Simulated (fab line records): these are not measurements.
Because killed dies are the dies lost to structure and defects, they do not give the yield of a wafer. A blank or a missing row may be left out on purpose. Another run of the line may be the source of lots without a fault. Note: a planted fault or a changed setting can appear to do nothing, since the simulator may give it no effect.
fab line records | flow nand-harc
record: lots: 12 | wafers: 35 | last-day: 33
route steps=1302 shown A_SLIT@942 A_WL_FILL@952 END@1302
lots that met no fault: from a run of the same line without faults
start-h: hours from the record's first day to the start of the lot's first wafer shown | wait-h: hours since the lot's step before | " repeats the value in the row above | L1.1+2: several wafers, shown together as one row | - no value, or no start given | * or withheld: withheld | < > ~ a bound
route shown NAME@n: a module of which the file shows steps, and the number in the route of the first | usual: mean and standard deviation over wafers with no fault | same: alike in all rows | chamber/n: place in a boat | sites: per-site readings | _std_site: the standard deviation of these | _edge_site: outer sites' mean less inner sites' | radius-mm: how far each site lies from the wafer's centre | mask NAME#n: copy n | behind: the tool/chamber that last shaped the wafer | hold: why the lot was held/for how many hours/how that ended | device: the n, p or np transistor that did not switch | end of line: the same wafers' tests at the end of the route | a step without rows: its recipe alone | killed: not the wafer's yield, but the dies lost to structure and defects at the first sort | map: a wafer's dies, x killed, . not, _ none there
set.NAME: the run value of the setting; set.NAME@STEP: its run value at that earlier step | model.NAME: the simulator's own value behind a step, which no gauge read
steps of the route over a sample of lots; a table a step, a row a wafer
services: a tool's chamber out of use, with start hour (start-h, from the record's first day; less than 0 if before it), hours out, and reason
== steps ==
step: NHARC_A_SLIT_ETCH_29
recipe: target-depth-a: 1000 | overetch-a: 100 | time-s: 55 | ion-energy-ev: 100 | cf4-flow-sccm: 80 | o2-flow-sccm: 20 | ar-flow-sccm: 0 | rf-w: 300 | bias-w: 100 | chemistry: CF4/O2
usual: bias-w: 100.0/0.32 | drypump-motor-current-A: 5.6/0.35 | o2-flow-sccm: 19.99/0.051 | oes_ar_750_au: 1.000/0.0043 | oes-product-au: 1.001/0.01 | rf-vpp-V: 197.5/1.3 | showerhead-plenum-p-Torr: 1.32/0.056 | throttle-valve-pct: 13.398/0.0096
lot.wafer | tool        | chamber | start-h | wait-h | bias-w | drypump-motor-current-A | o2-flow-sccm | oes_ar_750_au | oes-product-au | rf-hours-counter-h | rf-vpp-V | showerhead-plenum-p-Torr | throttle-valve-pct
L776.1    | rie-diel-07 | 3       | 456.20  | 0.1    | 100.3  | 5.8                     | 20.01        | 1.005         | 1.004          | 9.4                | 197.8    | 1.24                     | 13.404
L776.2    | "           | 0       | "       | "      | 100.1  | 5.7                     | 20.07        | 0.999         | 0.997          | 11.2               | 196.1    | 1.25                     | 13.393
L776.5    | "           | 3       | "       | "      | 100.0  | 5.9                     | 19.96        | 1.005         | 0.985          | -                  | 195.9    | 1.24                     | 13.395
L778.2    | rie-diel-04 | 2       | 473.37  | 0.1    | 99.9   | 5.4                     | 19.97        | 0.998         | 1.013          | 5.9                | 198.4    | 1.37                     | 13.399
L778.4    | "           | 3       | "       | "      | 100.4  | 5.7                     | 19.97        | 0.997         | 1.015          | 3.7                | 198.9    | 1.32                     | 13.395
L778.5    | "           | 1       | "       | "      | 100.0  | 5.6                     | 20.03        | 1.005         | 1.011          | -                  | 197.9    | 1.38                     | 13.383
L777.1    | rie-diel-12 | 0       | 475.70  | 0.1    | 100.0  | 4.8                     | 20.02        | 1.002         | 1.007          | 1.6                | 198.2    | 1.36                     | 13.392
L777.3    | "           | 3       | "       | "      | 100.4  | 5.4                     | 20.02        | 1.003         | 0.993          | 1.7                | 197.7    | 1.31                     | 13.401
L777.6    | "           | 0       | "       | "      | 100.3  | 4.8                     | 19.97        | 0.999         | 1.014          | -                  | 198.1    | 1.36                     | 13.398
L780.1    | rie-diel-04 | 2       | 492.84  | 0.1    | 100.0  | 5.4                     | 20.02        | 0.992         | 1.013          | 6.7                | 196.9    | 1.37                     | 13.418
L780.2    | "           | 0       | "       | "      | 100.0  | 6.2                     | 20.02        | 0.998         | 0.992          | 5.6                | 199.7    | 1.41                     | 13.389
L780.5    | "           | 3       | "       | "      | 99.7   | 5.8                     | 20.08        | 1.003         | 1.004          | -                  | 197.6    | 1.32                     | 13.398
L781.2    | rie-diel-07 | 2       | 510.84  | 0.1    | 99.8   | 5.7                     | 20.07        | 1.003         | 0.990          | 2.1                | 198.0    | 1.37                     | 13.392
L781.1    | "           | 1       | "       | "      | 100.1  | 5.3                     | 19.96        | 1.000         | 0.981          | 1.3                | 197.6    | 1.36                     | 13.392
L781.5    | "           | 3       | "       | "      | 99.9   | 5.8                     | 20.02        | 1.002         | 0.993          | -                  | 196.0    | 1.24                     | 13.409
L782.3    | rie-diel-12 | 3       | 511.33  | 0.1    | 100.1  | 5.4                     | 19.92        | 0.995         | 0.991          | 3.3                | 197.9    | 1.31                     | 13.395
L782.1    | "           | 0       | "       | "      | 99.9   | 4.8                     | 20.02        | 0.992         | 1.013          | 3.0                | 197.8    | 1.36                     | 13.398
L782.5    | "           | 2       | "       | "      | 100.2  | 5.6                     | 19.95        | 1.003         | 1.002          | -                  | 196.6    | 1.26                     | 13.405
L785.2    | rie-diel-12 | 2       | 564.80  | 0.1    | 100.1  | 5.6                     | 19.96        | 1.001         | 1.003          | 7.8                | 197.5    | 1.26                     | 13.398
L785.3    | "           | 3       | "       | "      | 99.6   | 5.4                     | 19.99        | 1.000         | 0.992          | 6.9                | 197.8    | 1.31                     | 13.395
L785.1    | "           | 0       | "       | "      | 99.8   | 4.7                     | 19.93        | 0.992         | 1.004          | 6.7                | 198.7    | 1.36                     | 13.405
L788.1    | rie-diel-12 | 2       | 568.61  | 0.1    | 100.0  | 5.6                     | 20.05        | 0.998         | 1.005          | 8.0                | 196.3    | 1.26                     | 13.375
L788.2    | "           | 3       | "       | "      | 99.7   | 5.5                     | 19.84        | 1.003         | 0.995          | 7.0                | 196.2    | 1.31                     | 13.406
L788.5    | "           | 2       | "       | "      | 100.2  | 5.6                     | 20.03        | 0.997         | 1.005          | -                  | 197.4    | 1.26                     | 13.396
L792.2    | rie-diel-07 | 3       | 631.01  | 0.1    | 99.6   | 5.8                     | 19.92        | 0.999         | 0.992          | 8.4                | 195.6    | 1.24                     | 13.404
L792.3    | "           | 1       | "       | "      | 99.5   | 5.3                     | 19.98        | 0.999         | 0.979          | 9.4                | 197.3    | 1.35                     | 13.414
L795.1    | rie-diel-04 | 2       | 647.04  | 0.1    | 100.5  | 5.3                     | 19.97        | 1.003         | 1.013          | 7.6                | 197.4    | 1.36                     | 13.398
L795.2    | "           | 3       | "       | "      | 99.6   | 5.8                     | 19.97        | 0.998         | 1.024          | 7.5                | 197.7    | 1.32                     | 13.388
L795.3    | "           | 0       | "       | "      | 99.9   | 6.1                     | 19.92        | 0.997         | 1.003          | 6.4                | 200.3    | 1.41                     | 13.378
L798.3    | rie-diel-04 | 0       | 674.88  | 0.1    | 100.1  | 6.1                     | 19.99        | 1.008         | 0.991          | 8.4                | 199.6    | 1.41                     | 13.397
L798.1    | "           | 2       | "       | "      | 99.9   | 5.3                     | 20.03        | 0.998         | 1.007          | 9.6                | 198.6    | 1.36                     | 13.420
L798.6    | "           | 3       | "       | "      | 100.0  | 5.7                     | 19.97        | 0.994         | 1.017          | -                  | 198.1    | 1.32                     | 13.398
L799.1    | rie-diel-12 | 2       | 689.01  | 0.1    | 100.5  | 5.6                     | 20.04        | 0.992         | 1.005          | 3.4                | 195.6    | 1.26                     | 13.388
L799.2    | "           | 0       | "       | "      | 100.2  | 4.8                     | 19.98        | 0.995         | 1.017          | 3.3                | 197.9    | 1.36                     | 13.407
L799.6    | "           | 2       | "       | "      | 100.0  | 5.6                     | 19.99        | 0.995         | 1.001          | -                  | 197.4    | 1.26                     | 13.411
step: NHARC_A_WL_FILL_ALD_00
recipe: target-thk-a: 30 | pulse-time-s: 3 | ald-cycles: 30 | temp-c: 300 | material: Al2O3
usual: heater-power-w: 465/44 | precursor-pulse-height-rel: 1.000/0.02
lot.wafer | tool      | chamber | start-h | wait-h | heater-power-w | precursor-pulse-height-rel
L776.2    | ald-hk-04 | 2       | 462.76  | 0.1    | 411            | 0.967
L776.1    | "         | 3       | "       | "      | 517            | 0.974
L776.5    | "         | 2       | "       | "      | 402            | 0.995
L778.2    | ald-hk-04 | 1       | 480.69  | 0.1    | 491            | 0.977
L778.4    | "         | 3       | "       | "      | 536            | 0.979
L778.5    | "         | 0       | "       | "      | 517            | 0.989
L777.1    | ald-hk-03 | 0       | 483.52  | 0.1    | 469            | 1.055
L777.3    | "         | 1       | "       | "      | 436            | 0.985
L777.6    | "         | 0       | "       | "      | 476            | 1.001
L780.1    | ald-hk-03 | 0       | 500.01  | 0.1    | 469            | 0.966
L780.2    | "         | 2       | "       | "      | 421            | 1.002
L780.5    | "         | 0       | "       | "      | 481            | 0.971
L782.1    | ald-hk-04 | 2       | 518.50  | 0.1    | 411            | 1.036
L782.3    | "         | 3       | "       | "      | 548            | 0.978
L782.5    | "         | 2       | "       | "      | 400            | 0.975
L781.1    | ald-hk-04 | 1       | 518.66  | 0.2    | 502            | 1.010
L781.2    | "         | 0       | "       | "      | 515            | 0.992
L781.5    | "         | 2       | "       | "      | 411            | 1.043
L785.2    | ald-hk-04 | 2       | 572.14  | 0.1    | 417            | 0.968
L785.3    | "         | 0       | "       | "      | 520            | 1.033
L785.1    | "         | 1       | "       | "      | 496            | 1.007
L788.1    | ald-hk-03 | 1       | 575.90  | 0.1    | 433            | 1.000
L788.2    | "         | 2       | "       | "      | 407            | 1.027
L788.5    | "         | 0       | "       | "      | 472            | 1.013
L792.3    | ald-hk-03 | 2       | 637.75  | 0.1    | 424            | 1.007
L792.2    | "         | 1       | "       | "      | 426            | 1.004
L795.3    | ald-hk-02 | 0       | 654.30  | 0.1    | 404            | 1.002
L795.2    | "         | 1       | "       | "      | 414            | 0.989
L795.1    | "         | 2       | "       | "      | 542            | 1.024
L798.1    | ald-hk-03 | 3       | 682.09  | 0.1    | 495            | 0.995
L798.3    | "         | 1       | "       | "      | 424            | 0.981
L798.6    | "         | 2       | "       | "      | 419            | 0.987
L799.1    | ald-hk-02 | 3       | 696.59  | 0.1    | 436            | 1.008
L799.2    | "         | 0       | "       | "      | 409            | 1.050
L799.6    | "         | 2       | "       | "      | 527            | 1.030
step: NHARC_A_WL_FILL_ALD_10
recipe: target-thk-a: 500 | pulse-time-s: 10 | ald-cycles: 500 | temp-c: 300 | material: SiO2
usual: heater-power-w: 461/44 | precursor-pulse-height-rel: 0.997/0.019
lot.wafer | tool      | chamber | start-h | wait-h | heater-power-w | precursor-pulse-height-rel
L776.2    | ald-hk-04 | 2       | 470.37  | 0.1    | 399            | 0.980
L776.1    | "         | 1       | 473.45  | 3.1    | 487            | 0.968
L776.5    | "         | 2       | 474.48  | 4.2    | 419            | 0.978
L778.2    | ald-hk-04 | 3       | 488.15  | 0.1    | 526            | 0.968
L778.4    | "         | 1       | 490.22  | 2.1    | 484            | 0.994
L778.5    | "         | 3       | 492.29  | 4.2    | 534            | 1.024
L777.3    | ald-hk-03 | 3       | 488.67  | 0.6    | 461            | 0.992
L777.1    | "         | 0       | "       | "      | 472            | 0.990
L777.6    | "         | 2       | 490.23  | 2.1    | 411            | 1.024
L780.2    | ald-hk-04 | 3       | 508.32  | 1.1    | 517            | 0.990
L780.1    | "         | 0       | "       | "      | 529            | 1.035
L780.5    | "         | 1       | "       | "      | 492            | 1.000
L782.1    | ald-hk-03 | 2       | 525.57  | 0.1    | 419            | 0.998
L782.3    | "         | 3       | "       | "      | 462            | 1.012
L782.5    | "         | 3       | 528.16  | 2.6    | 457            | 0.991
L781.1    | ald-hk-02 | 3       | 526.08  | 0.6    | 442            | 0.972
L781.2    | "         | 1       | 527.10  | 1.6    | 432            | 1.014
L781.5    | "         | 2       | "       | "      | 512            | 0.989
L785.2    | ald-hk-04 | 3       | 584.04  | 2.7    | 525            | 0.997
L785.3    | "         | 0       | "       | "      | 537            | 0.996
L785.1    | "         | 2       | 585.63  | 4.3    | 407            | 0.981
L788.2    | ald-hk-02 | 2       | 587.14  | 5.8    | 524            | 1.007
L788.1    | "         | 3       | "       | "      | 433            | 0.971
L788.5    | "         | 3       | 589.73  | 8.4    | 447            | 0.987
L792.3    | ald-hk-04 | 1       | 644.41  | 0.1    | 477            | 1.026
L792.2    | "         | 3       | 645.44  | 1.1    | 518            | 0.978
L795.1    | ald-hk-04 | 2       | 662.46  | 1.1    | 418            | 0.964
L795.2    | "         | 3       | 663.51  | 2.2    | 497            | 0.989
L795.3    | "         | 0       | 664.56  | 3.2    | 531            | 0.975
L798.3    | ald-hk-02 | 0       | 691.03  | 0.0    | 421            | 0.978
L798.1    | "         | 1       | "       | "      | 425            | 0.987
L798.6    | "         | 0       | 693.10  | 2.1    | 411            | 0.990
L799.2    | ald-hk-04 | 0       | 705.02  | 0.6    | 528            | 0.958
L799.1    | "         | 2       | 706.06  | 1.6    | 407            | 0.985
L799.6    | "         | 0       | 707.09  | 2.6    | 535            | 1.009
step: NHARC_A_WL_FILL_ETCHBACK_17
recipe: target-depth-a: 40 | time-s: 26.7 | chemistry: Cl2/BCl3
usual: drypump-motor-current-A: 5.4/0.45 | he-backside-leak-sccm: 3.44/0.21 | oes-product-au: 1.000/0.0082 | run-length-s: 48.2/0.38
lot.wafer | tool         | chamber | start-h | wait-h | drypump-motor-current-A | he-backside-leak-sccm | oes-product-au | rf-hours-counter-h | run-length-s
L776.2    | rie-metal-02 | 1       | 478.28  | -      | 5.2                     | 3.45                  | 0.989          | 0.7                | 47.7
L776.1    | "            | 0       | "       | "      | 5.9                     | 3.21                  | 1.002          | 0.7                | 48.0
L776.5    | "            | 0       | "       | "      | 5.9                     | 3.17                  | 1.002          | -                  | 48.3
L777.1    | rie-metal-01 | 0       | 493.01  | -      | 5.2                     | 3.70                  | 1.000          | 1.6                | 48.4
L777.3    | "            | 1       | "       | "      | 5.0                     | 3.70                  | 0.997          | -                  | 48.5
L777.6    | "            | 0       | "       | "      | 5.2                     | 3.70                  | 0.999          | -                  | 48.3
L778.2    | rie-metal-02 | 1       | 496.08  | -      | 5.2                     | 3.31                  | 1.000          | 1.2                | 47.4
L778.4    | "            | 1       | "       | "      | 5.2                     | 3.46                  | 1.000          | -                  | 47.1
L778.5    | "            | 1       | "       | "      | 5.2                     | 3.34                  | 1.010          | -                  | 47.4
L780.1    | rie-metal-01 | 0       | 512.12  | -      | 5.2                     | 3.54                  | 0.997          | 1.7                | 48.1
L780.2    | "            | 1       | "       | "      | 5.1                     | 3.54                  | 0.995          | 1.7                | 48.4
L780.5    | "            | 0       | "       | "      | 5.2                     | 3.59                  | 1.004          | -                  | 48.3
L781.1    | rie-metal-02 | 1       | 530.36  | -      | 5.2                     | 3.37                  | 0.996          | 2.2                | 47.8
L781.2    | "            | 1       | "       | "      | 5.2                     | 3.18                  | 1.004          | -                  | 47.7
L781.5    | "            | 1       | "       | "      | 5.2                     | 3.01                  | 1.006          | -                  | 47.4
L782.1    | rie-metal-01 | 0       | 530.41  | -      | 5.2                     | 3.63                  | 1.004          | 2.5                | 48.4
L782.3    | "            | 0       | "       | "      | 5.2                     | 3.77                  | 1.013          | -                  | 48.1
L782.5    | "            | 1       | "       | "      | 5.1                     | 3.53                  | 1.015          | -                  | 48.3
L785.1    | rie-metal-01 | 0       | 588.94  | -      | 5.2                     | 3.59                  | 1.015          | 0.2                | 48.2
L785.2    | "            | 1       | "       | "      | 5.0                     | 3.59                  | 0.999          | 0.2                | 48.2
L785.3    | "            | 1       | "       | "      | 5.0                     | 3.47                  | 1.011          | -                  | 48.6
L788.1    | rie-metal-03 | 1       | 591.98  | -      | 6.0                     | 3.28                  | 0.984          | 1.2                | 48.5
L788.2    | "            | 0       | "       | "      | 6.2                     | 3.69                  | 1.008          | 1.2                | 49.0
L788.5    | "            | 0       | "       | "      | 6.2                     | 3.77                  | 0.995          | -                  | 49.2
L792.2    | rie-metal-01 | 0       | 649.24  | -      | 5.2                     | 3.52                  | 1.007          | 0.8                | 40.8
L792.3    | "            | 0       | "       | "      | 5.2                     | 3.66                  | 1.004          | -                  | 48.6
L795.1    | rie-metal-01 | 0       | 669.44  | -      | 5.2                     | 3.54                  | 0.994          | 1.0                | 48.7
L795.2    | "            | 1       | "       | "      | 5.1                     | 3.66                  | 1.004          | 1.0                | 40.1
L795.3    | "            | 0       | "       | "      | 5.2                     | 3.72                  | 1.002          | -                  | 48.3
L798.1    | rie-metal-03 | 0       | 695.88  | -      | 6.2                     | 3.59                  | 0.997          | 2.9                | 48.5
L798.3    | "            | 0       | "       | "      | 6.2                     | 3.63                  | 1.008          | -                  | 49.0
L798.6    | "            | 1       | "       | "      | 6.0                     | 3.25                  | 0.991          | -                  | 48.5
L799.2    | rie-metal-03 | 1       | 709.38  | -      | 6.0                     | 3.32                  | 0.989          | 0                  | 48.4
L799.1    | "            | 0       | "       | "      | 6.2                     | 3.43                  | 0.988          | 0                  | 48.8
L799.6    | "            | 1       | "       | "      | 6.0                     | 3.15                  | 0.989          | -                  | 48.6
step: NHARC_END_SORT_01
recipe: temp-c: 25
usual: killed-at-array: 59/16 | killed-at-other: 0.8/1.1 | killed-at-periphery: 3.6/2.4 | killed-dies: 64/16 | killed-open: 3.4/1.8 | killed-short: 2.5/1.6
same: gross-dies: 677
lot.wafer | tool      | chamber | start-h | wait-h | killed-at-array | killed-at-other | killed-at-periphery | killed-dies | killed-open | killed-short
L776.1    | prober-01 | 0       | 564.34  | 2.5    | 86              | 0               | 6                   | 92          | 5           | 6
L776.2    | prober-01 | 0       | 565.14  | 2.8    | 101             | 0               | 5                   | 106         | 3           | 2
L776.5    | prober-01 | 0       | 567.55  | 3.7    | 78              | 0               | 4                   | 82          | 4           | 2
L777.1    | prober-01 | 0       | 580.70  | 2.5    | 50              | 2               | 3                   | 55          | 1           | 3
L777.3    | prober-01 | 0       | 582.31  | 3.1    | 80              | 0               | 3                   | 83          | 4           | 7
L777.6    | prober-01 | 0       | 584.74  | 4.0    | 92              | 0               | 2                   | 94          | 6           | 3
L782.1    | prober-01 | 0       | 613.55  | 2.5    | 70              | 0               | 4                   | 74          | 5           | 1
L782.3    | prober-01 | 0       | 615.16  | 3.1    | 71              | 0               | 8                   | 79          | 9           | 2
L782.5    | prober-01 | 0       | 616.76  | 3.7    | 83              | 0               | 4                   | 87          | 2           | 1
L788.1    | prober-01 | 0       | 690.11  | 2.5    | 21              | 0               | 2                   | 23          | 1           | 1
L788.2    | prober-01 | 0       | 690.91  | 2.8    | 37              | 1               | 2                   | 40          | 4           | 1
L788.5    | prober-01 | 0       | 693.31  | 3.7    | 39              | 0               | 5                   | 44          | 2           | 5
L792.2    | prober-01 | 0       | 734.53  | 2.8    | 73              | 0               | 4                   | 77          | 5           | 3
L792.3    | prober-01 | 0       | 735.34  | 3.1    | 60              | 0               | 2                   | 62          | 3           | 4
L795.1    | prober-01 | 0       | 753.38  | 2.5    | 72              | 0               | 4                   | 76          | 4           | 1
L795.2    | prober-01 | 0       | 754.17  | 2.8    | 56              | 0               | 2                   | 58          | 0           | 1
L795.3    | prober-01 | 0       | 754.95  | 3.1    | 51              | 0               | 4                   | 55          | 2           | 3
L798.1    | prober-01 | 0       | 779.44  | 2.5    | 78              | 0               | 1                   | 79          | 6           | 1
L798.3    | prober-01 | 0       | 781.05  | 3.1    | 68              | 0               | 3                   | 71          | 2           | 2
L798.6    | prober-01 | 0       | 783.47  | 4.0    | 64              | 0               | 3                   | 67          | 5           | 3
killed by level:class
L776.1 A_CHANNEL_HOLE_D2:chamber-film-flake=25 A_CHANNEL_HOLE_D1:chamber-film-flake=22 A_SLIT:chamber-film-flake=22 A_CONTACT:chamber-film-flake=4 A_WL_FILL:chamber-film-flake=3 A_CHANNEL_FILL_D2:geometric-particle:short=2 P_STI:chamber-film-flake=2 A_STAIRCASE:chamber-film-flake=2
L776.2 A_CHANNEL_HOLE_D1:chamber-film-flake=36 A_CHANNEL_HOLE_D2:chamber-film-flake=32 A_SLIT:chamber-film-flake=19 A_CONTACT:chamber-film-flake=7 P_M2:chamber-film-flake=3 P_GATE:chamber-film-flake=2 A_CHANNEL_FILL_D1:geometric-particle:short=1 A_DECK1_JOINT:geometric-particle:short=1
L776.5 A_CHANNEL_HOLE_D2:chamber-film-flake=26 A_SLIT:chamber-film-flake=23 A_CHANNEL_HOLE_D1:chamber-film-flake=17 A_CONTACT:chamber-film-flake=4 P_GATE:chamber-film-flake=2 P_M2:chamber-film-flake=2 A_ONON_D1:geometric-particle:open=1 A_CHANNEL_HOLE_D2:geometric-particle:open=1
L777.1 A_CHANNEL_HOLE_D2:chamber-film-flake=24 A_CHANNEL_HOLE_D1:chamber-film-flake=18 P_GATE:chamber-film-flake=2 A_STAIRCASE:chamber-film-flake=2 THIN_TSV:chamber-film-flake=2 P_CONTACT:geometric-particle:open=1 A_ONON_D1:geometric-particle:short=1 A_ONON_D2:geometric-particle:short=1
L777.3 A_CHANNEL_HOLE_D1:chamber-film-flake=34 A_CHANNEL_HOLE_D2:chamber-film-flake=30 A_STAIRCASE:chamber-film-flake=5 A_CHANNEL_FILL_D2:geometric-particle:short=2 P_CONTACT:geometric-particle:short=1 P_M1:geometric-particle:open=1 A_CHANNEL_HOLE_D1:geometric-particle:short=1 A_SGD_CUT:geometric-particle:open=1
L777.6 A_CHANNEL_HOLE_D2:chamber-film-flake=43 A_CHANNEL_HOLE_D1:chamber-film-flake=33 A_CHANNEL_FILL_D1:chamber-film-flake=3 A_CONTACT:chamber-film-flake=3 A_M1:geometric-particle:open=2 P_M0:geometric-particle:open=1 A_CHANNEL_FILL_D1:geometric-particle:short=1 A_DECK1_JOINT:geometric-particle:short=1
L782.1 A_CHANNEL_HOLE_D2:chamber-film-flake=32 A_SLIT:chamber-film-flake=22 A_CHANNEL_HOLE_D1:chamber-film-flake=6 A_CONTACT:chamber-film-flake=4 P_GATE:geometric-particle:open=2 P_ZERO_WELL:chamber-film-flake=2 A_STAIRCASE:chamber-film-flake=2 A_ONON_D1:geometric-particle:short=1
L782.3 A_SLIT:chamber-film-flake=32 A_CHANNEL_HOLE_D2:chamber-film-flake=24 A_CHANNEL_HOLE_D1:chamber-film-flake=4 A_CONTACT:chamber-film-flake=4 P_GATE:geometric-particle:open=2 P_ZERO_WELL:chamber-film-flake=2 A_STAIRCASE:chamber-film-flake=2 P_CONTACT:geometric-particle:short=1
L782.5 A_CHANNEL_HOLE_D2:chamber-film-flake=39 A_SLIT:chamber-film-flake=31 A_CHANNEL_HOLE_D1:chamber-film-flake=4 A_CONTACT:chamber-film-flake=3 A_STAIRCASE:chamber-film-flake=2 A_M1:chamber-film-flake=2 P_M0:geometric-particle:open=1 A_SOURCE_PLATE:geometric-particle:short=1
L788.1 A_CHANNEL_HOLE_D2:chamber-film-flake=12 A_CONTACT:chamber-film-flake=3 P_M1:chamber-film-flake=2 A_CHANNEL_HOLE_D1:chamber-film-flake=2 A_SLIT:chamber-film-flake=2 A_WL_FILL:geometric-particle:short=1 A_M0:geometric-particle:open=1
L788.2 A_CHANNEL_HOLE_D2:chamber-film-flake=13 A_CHANNEL_HOLE_D1:chamber-film-flake=12 A_CHANNEL_FILL_D2:geometric-particle:open=3 P_M1:chamber-film-flake=2 A_SLIT:chamber-film-flake=2 A_ONON_D2:geometric-particle:short=1 A_CHANNEL_HOLE_D2:geometric-particle:open=1 A_ZERO_WELL:chamber-film-flake=1
L788.5 A_CHANNEL_HOLE_D2:chamber-film-flake=18 A_CHANNEL_HOLE_D1:chamber-film-flake=7 A_STAIRCASE:chamber-film-flake=3 P_STI:chamber-film-flake=2 P_M1:chamber-film-flake=2 A_CONTACT:chamber-film-flake=2 A_SOURCE_PLATE:geometric-particle:short=1 A_CHANNEL_FILL_D1:geometric-particle:short=1
L792.2 A_CHANNEL_HOLE_D2:chamber-film-flake=26 A_SLIT:chamber-film-flake=19 A_CHANNEL_HOLE_D1:chamber-film-flake=13 A_STAIRCASE:chamber-film-flake=4 A_CONTACT:chamber-film-flake=4 P_M0:geometric-particle:open=2 A_CHANNEL_FILL_D1:geometric-particle:short=2 A_CHANNEL_FILL_D2:chamber-film-flake=2
L792.3 A_CHANNEL_HOLE_D2:chamber-film-flake=22 A_SLIT:chamber-film-flake=15 A_CHANNEL_HOLE_D1:chamber-film-flake=11 A_CONTACT:chamber-film-flake=4 A_STAIRCASE:chamber-film-flake=2 P_STI:geometric-particle:open=1 P_CONTACT:geometric-particle:open=1 A_CHANNEL_FILL_D1:geometric-particle:short=1
L795.1 A_SLIT:chamber-film-flake=36 A_CHANNEL_HOLE_D1:chamber-film-flake=17 A_STAIRCASE:chamber-film-flake=5 A_CHANNEL_HOLE_D2:chamber-film-flake=4 P_STI:chamber-film-flake=2 A_CONTACT:chamber-film-flake=2 A_M0:chamber-film-flake=2 P_M1:geometric-particle:short=1
L795.2 A_SLIT:chamber-film-flake=30 A_CHANNEL_HOLE_D1:chamber-film-flake=14 A_CONTACT:chamber-film-flake=6 P_GATE:chamber-film-flake=2 A_CHANNEL_HOLE_D2:chamber-film-flake=2 A_STAIRCASE:chamber-film-flake=2 A_CHANNEL_HOLE_D1:geometric-particle:short=1 A_CHANNEL_FILL_D2:chamber-film-flake=1
L795.3 A_SLIT:chamber-film-flake=36 A_CHANNEL_HOLE_D1:chamber-film-flake=8 A_CONTACT:chamber-film-flake=2 P_GATE:geometric-particle:open=1 P_CONTACT:geometric-particle:short=1 A_SOURCE_PLATE:geometric-particle:short=1 A_CHANNEL_FILL_D1:geometric-particle:short=1 A_DECK1_JOINT:geometric-particle:open=1
L798.1 A_CHANNEL_HOLE_D2:chamber-film-flake=28 A_CHANNEL_HOLE_D1:chamber-film-flake=14 A_CONTACT:chamber-film-flake=10 A_SLIT:chamber-film-flake=8 A_STAIRCASE:chamber-film-flake=5 A_M1:chamber-film-flake=4 A_CHANNEL_HOLE_D2:geometric-particle:open=2 P_M0:geometric-particle:open=1
L798.3 A_CHANNEL_HOLE_D2:chamber-film-flake=27 A_CHANNEL_HOLE_D1:chamber-film-flake=16 A_CONTACT:chamber-film-flake=10 A_SLIT:chamber-film-flake=7 A_STAIRCASE:chamber-film-flake=3 A_M1:chamber-film-flake=2 P_GATE:geometric-particle:open=1 P_CONTACT:geometric-particle:short=1
L798.6 A_CHANNEL_HOLE_D2:chamber-film-flake=20 A_CHANNEL_HOLE_D1:chamber-film-flake=12 A_STAIRCASE:chamber-film-flake=9 A_SLIT:chamber-film-flake=8 A_CONTACT:chamber-film-flake=6 A_ONON_D1:geometric-particle:open=2 A_M1:chamber-film-flake=2 P_CONTACT:geometric-particle:open=1
== services ==
tool         | chamber | start-h | hours | kind
rie-diel-12  | -       | 445.44  | 9.0   | pm
rie-metal-02 | -       | 454.00  | 9.0   | pm
rie-diel-04  | 3       | 456.52  | 7.1   | repair
rie-metal-03 | -       | 460.93  | 1.6   | repair
rie-metal-03 | -       | 463.08  | 59.6  | repair
rie-diel-04  | -       | 467.46  | 0.2   | repair
ald-hk-03    | -       | 501.33  | 2.7   | repair
rie-metal-02 | 0       | 529.02  | 4.7   | repair
rie-diel-04  | -       | 531.95  | 9.0   | pm
ald-hk-02    | -       | 532.96  | 10.0  | pm
rie-metal-01 | 1       | 569.71  | 6.3   | repair
rie-diel-04  | 0       | 573.94  | 16.9  | repair
rie-metal-01 | -       | 575.00  | 9.0   | pm
ald-hk-03    | -       | 576.03  | 10.0  | pm
rie-diel-12  | -       | 605.10  | 0.8   | repair
ald-hk-04    | -       | 612.65  | 10.0  | pm
rie-diel-12  | 1       | 616.97  | 1.4   | repair
rie-diel-04  | 3       | 621.34  | 4.6   | repair
rie-diel-12  | -       | 622.44  | 9.0   | pm
rie-diel-04  | 2       | 630.77  | 7.8   | repair
rie-diel-04  | -       | 632.94  | 0.5   | repair
rie-diel-12  | 0       | 667.51  | 3.2   | repair
ald-hk-02    | -       | 696.86  | 2.4   | repair
rie-diel-04  | -       | 708.95  | 9.0   | pm
== key ==
first-sign: step: NHARC_A_WL_FILL_ETCHBACK_17 | reading: run-length-s | direction: down | sigmas: 20 | usual: * | struck: *
effect none on later readings
met-at NHARC_A_WL_FILL_ETCHBACK_17
struck-lots L792,L795
struck-wafers L792.2,L795.2
tester-left-out L792,L795
not-acting-at NHARC_A_SLIT_ETCH_29,NHARC_A_WL_FILL_ALD_00,NHARC_A_WL_FILL_ALD_10
onset-between 588.94 649.24
fault: kind: process-parameter-drift | tool: rie-metal-01 | chamber: - | onset-h: 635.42 | steps: NHARC_A_WL_FILL_ETCHBACK_17 | channel: time-s | offset: * | shape: step | end-h: 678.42 | scope: struck-wafers-only | acts-in: * | stated: *
tester-left-out: of these lots the tester's yield and bins aren't shown, on N5 and GAA mostly nor the transistor test; their killed dies are dies lost to structure and defects alone, not to doping, threshold or leakage, so they don't give the yield
